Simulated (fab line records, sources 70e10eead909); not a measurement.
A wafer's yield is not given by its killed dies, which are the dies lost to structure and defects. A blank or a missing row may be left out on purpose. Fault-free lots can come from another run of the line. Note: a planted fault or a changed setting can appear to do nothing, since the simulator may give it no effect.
fab line records    flow nand-harc
record: lots: 13  wafers: 37  last-day: 33
route steps=1302 shown A_M1@1194 A_BONDPAD@1204
lots untouched by any fault: they come from a run of this same line in which no faults occurred
start-h: the number of hours between the record's first day and the start of the first shown wafer of the lot    wait-h: hours since the lot's step before    " same as the row above    L1.1+2: a row that stands for several wafers    - no value, or no start was given    * or withheld: withheld    < > ~ a bound
route shown NAME@n: NAME is a module with steps in the file, n the number in the route of the first one    usual: mean/standard deviation taken from wafers without a fault    same: alike in all rows    chamber/n: place in a boat    sites: per-site readings    _std_site: the standard deviation of these    _edge_site: the outer-site mean with the inner-site mean subtracted    radius-mm: how far each site lies from the wafer's centre    mask NAME#n: copy n    behind: tool/chamber where the wafer was last shaped    hold: why the lot was held/for how many hours/how that ended    device: whichever transistor did not switch (one of n, p or np)    end of line: tests run on the same wafers once the route is complete    a step given without rows: its recipe and nothing more    killed: dies lost to structure and defects at the first sort, not the wafer's yield    map: shows each die of a wafer: x if killed, . if not, _ if none is there
set.NAME: the setting the step ran with; set.NAME@STEP: the setting that earlier step ran with    model.NAME: the simulator's own value behind a step, which no gauge read
one table for each step of the route and one row for each wafer, over a sample of lots
services: a tool's chamber out of use, with start hour (start-h, from the record's first day; less than 0 if before it), hours out, and reason
== steps ==
step: NHARC_A_M1_ANNEAL_31
recipe: temp-c: 225  time-s: 90
usual: wafer_temp_C_max: 226.15/0.27
lot.wafer  tool           chamber  start-h  wait-h  wafer_temp_C_max
L488.1     rtp-anneal-02  0        535.15   0.3     226.47
L488.3     "              0        "        "       225.92
L488.5     "              0        "        "       225.99
L487.1     rtp-anneal-02  0        538.23   -       226.15
L487.2     "              0        "        "       226.24
L487.4     "              0        "        "       226.48
L489.1     rtp-anneal-02  0        570.16   -       226.21
L489.3     "              0        "        "       226.22
L489.4     "              0        "        "       226.16
L491.3     rtp-anneal-02  0        572.72   0.3     226.15
L491.4     "              0        "        "       226.52
L491.6     "              0        "        "       226.40
L492.2     rtp-anneal-02  0        591.78   -       226.25
L492.4     "              0        "        "       226.12
L492.5     "              0        "        "       225.89
L494.5     rtp-anneal-02  0        622.27   0.3     225.86
L498.1     rtp-anneal-02  0        637.40   0.3     225.89
L498.2     "              0        "        "       225.94
L498.4     "              0        "        "       226.33
L501.3     rtp-anneal-02  0        663.85   0.3     226.27
L501.5     "              0        "        "       225.75
L501.6     "              0        "        "       226.16
L503.1     rtp-anneal-01  0        701.77   0.3     226.30
L503.3     "              0        "        "       226.47
L503.5     "              0        "        "       226.50
L502.4     rtp-anneal-01  0        709.13   0.3     226.31
L502.5     "              0        "        "       226.25
L502.6     "              0        "        "       225.91
L505.3     rtp-anneal-02  0        719.11   0.3     225.95
L505.5     "              0        "        "       225.91
L505.6     "              0        "        "       226.02
L506.1     rtp-anneal-01  0        751.61   0.3     226.03
L506.3     "              0        "        "       226.16
L506.4     "              0        "        "       226.34
L508.1     rtp-anneal-02  0        757.50   0.3     226.00
L508.2     "              0        "        "       226.00
L508.5     "              0        "        "       226.21
step: NHARC_A_M1_THK_MEAS_24
recipe: thk-meas-gauge: xrf
usual: thk-nm: 154.5/2
lot.wafer  tool           chamber  start-h  wait-h  thk-nm
L488.1     film-metro-01  -        535.80   -       152.5
L488.3     "              -        "        "       152.6
L488.5     "              -        "        "       153.1
L487.1     film-metro-01  -        538.89   -       154.1
L487.2     "              -        "        "       154.2
L487.4     "              -        "        "       153.6
L489.1     film-metro-01  -        570.82   -       151.2
L489.3     "              -        "        "       154.6
L489.4     "              -        "        "       153.4
L491.3     film-metro-01  -        573.27   -       156.2
L491.4     "              -        "        "       155.6
L491.6     "              -        "        "       156.0
L492.2     film-metro-01  -        592.39   -       154.5
L492.4     "              -        "        "       155.8
L492.5     "              -        "        "       153.6
L494.5     film-metro-01  -        622.73   -       153.1
L498.1     film-metro-01  -        638.06   -       154.9
L498.2     "              -        "        "       156.6
L498.4     "              -        "        "       154.1
L501.3     film-metro-01  -        664.40   -       156.9
L501.5     "              -        "        "       150.8
L501.6     "              -        "        "       158.4
L503.1     film-metro-02  -        702.43   -       152.1
L503.3     "              -        "        "       155.0
L503.5     "              -        "        "       157.5
L502.4     film-metro-02  -        709.64   -       158.0
L502.5     "              -        "        "       152.9
L502.6     "              -        "        "       155.1
L505.3     film-metro-02  -        719.66   -       154.7
L505.5     "              -        "        "       153.2
L505.6     "              -        "        "       152.5
L506.1     film-metro-02  -        752.27   -       156.4
L506.3     "              -        "        "       152.5
L506.4     "              -        "        "       152.8
L508.1     film-metro-02  -        758.16   -       154.6
L508.2     "              -        "        "       154.8
L508.5     "              -        "        "       154.4
step: NHARC_A_BONDPAD_THK_MEAS_30
recipe: thk-meas-gauge: ellipsometry
usual: thk-nm: 199.8/2.1
lot.wafer  tool           chamber  start-h  wait-h  thk-nm
L488.1     film-metro-01  -        537.31   0.2     201.6
L488.3     "              -        "        "       199.4
L488.5     "              -        "        "       199.7
L487.1     film-metro-02  -        540.40   0.2     205.3
L487.2     "              -        "        "       203.6
L487.4     "              -        "        "       200.3
L489.1     film-metro-02  -        572.34   0.2     199.2
L489.3     "              -        "        "       198.7
L489.4     "              -        "        "       199.3
L491.3     film-metro-01  -        574.78   0.2     201.1
L491.4     "              -        "        "       198.7
L491.6     "              -        "        "       199.6
L492.2     film-metro-02  -        593.91   0.2     199.7
L492.4     "              -        "        "       197.5
L492.5     "              -        "        "       197.1
L494.5     film-metro-02  -        624.24   0.1     198.9
L498.1     film-metro-01  -        639.58   0.2     202.6
L498.2     "              -        "        "       198.9
L498.4     "              -        "        "       197.4
L501.3     film-metro-01  -        665.91   0.2     200.3
L501.5     "              -        "        "       199.2
L501.6     "              -        "        "       204.8
L503.1     film-metro-01  -        703.95   0.1     199.6
L503.3     "              -        "        "       201.6
L503.5     "              -        "        "       199.8
L502.4     film-metro-02  -        711.15   0.2     202.3
L502.5     "              -        "        "       203.3
L502.6     "              -        "        "       202.0
L505.3     film-metro-01  -        721.18   0.2     201.6
L505.5     "              -        "        "       200.4
L505.6     "              -        "        "       198.5
L506.1     film-metro-02  -        753.79   0.2     202.4
L506.3     "              -        "        "       203.0
L506.4     "              -        "        "       200.0
L508.1     film-metro-02  -        759.68   0.2     201.5
L508.2     "              -        "        "       200.9
L508.5     "              -        "        "       200.1
step: NHARC_A_BONDPAD_SOFTBAKE_04
recipe: temp-c: 125  time-s: 70
usual: exhaust-pa: 45.0/0.86  heater-power-total-W: 200.8/1.3
lot.wafer  tool            chamber  start-h  wait-h  exhaust-pa  heater-power-total-W
L488.1     litho-track-07  0        537      -       44.1        198.8
L488.3     "               0        "        "       45.9        199.9
L488.5     "               0        "        "       44.9        202.6
L487.1     litho-track-02  0        540      -       45.1        201.9
L487.2     "               0        "        "       45.7        202.4
L487.4     "               0        "        "       45.3        201.3
L489.1     litho-track-07  0        572      -       45.6        198.9
L489.3     "               0        "        "       44.1        200.8
L489.4     "               0        "        "       46.1        202.3
L491.3     litho-track-02  0        574      -       45.1        201.5
L491.4     "               0        "        "       45.7        202.1
L491.6     "               0        "        "       44.8        200.0
L492.2     litho-track-02  0        594      -       45.4        202.0
L492.4     "               0        "        "       45.7        202.6
L492.5     "               0        "        "       44.9        201.1
L494.5     litho-track-07  0        624      -       44.0        206.0
L498.1     litho-track-05  0        639      -       43.3        201.5
L498.2     "               0        "        "       45.2        200.2
L498.4     "               0        "        "       44.9        199.8
L501.3     litho-track-05  0        666      -       46.4        202.5
L501.5     "               0        "        "       45.7        201.2
L501.6     "               0        "        "       44.3        199.0
L503.1     litho-track-05  0        704      -       45.6        199.5
L503.3     "               0        "        "       45.9        199.8
L503.5     "               0        "        "       45.9        200.7
L502.4     litho-track-07  0        711      -       43.4        202.4
L502.5     "               0        "        "       45.3        202.0
L502.6     "               0        "        "       43.6        200.0
L505.3     litho-track-07  0        721      -       45.1        201.8
L505.5     "               0        "        "       43.5        199.5
L505.6     "               0        "        "       43.9        200.1
L506.1     litho-track-05  0        753      -       46.2        199.9
L506.3     "               0        "        "       43.8        202.7
L506.4     "               0        "        "       45.2        201.1
L508.1     litho-track-02  0        759      -       44.8        201.4
L508.2     "               0        "        "       45.3        202.6
L508.5     "               0        "        "       46.3        201.4
== services ==
tool            chamber  start-h  hours  kind
litho-track-02  -        577.00   7.0    pm
litho-track-07  -        601.00   7.0    pm
litho-track-05  -        649.00   7.0    pm
litho-track-05  -        671.91   -      consumable-replace:filter
rtp-anneal-02   -        744.00   12.0   pm
litho-track-02  -        752.00   7.0    pm
== key ==
first-sign: step: NHARC_A_BONDPAD_SOFTBAKE_04  reading: heater-power-total-W  direction: up  sigmas: 4  usual: *  struck: *
effect none on later readings
met-at NHARC_A_BONDPAD_SOFTBAKE_04
struck-lots L494
not-acting-at NHARC_A_M1_ANNEAL_31,NHARC_A_M1_THK_MEAS_24,NHARC_A_BONDPAD_THK_MEAS_30
onset-between 572 624
fault: kind: process-parameter-drift  tool: litho-track-07  chamber: -  onset-h: 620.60  steps: NHARC_A_BONDPAD_SOFTBAKE_04  channel: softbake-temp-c  offset: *  shape: step  end-h: 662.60  acts-in: *  stated: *
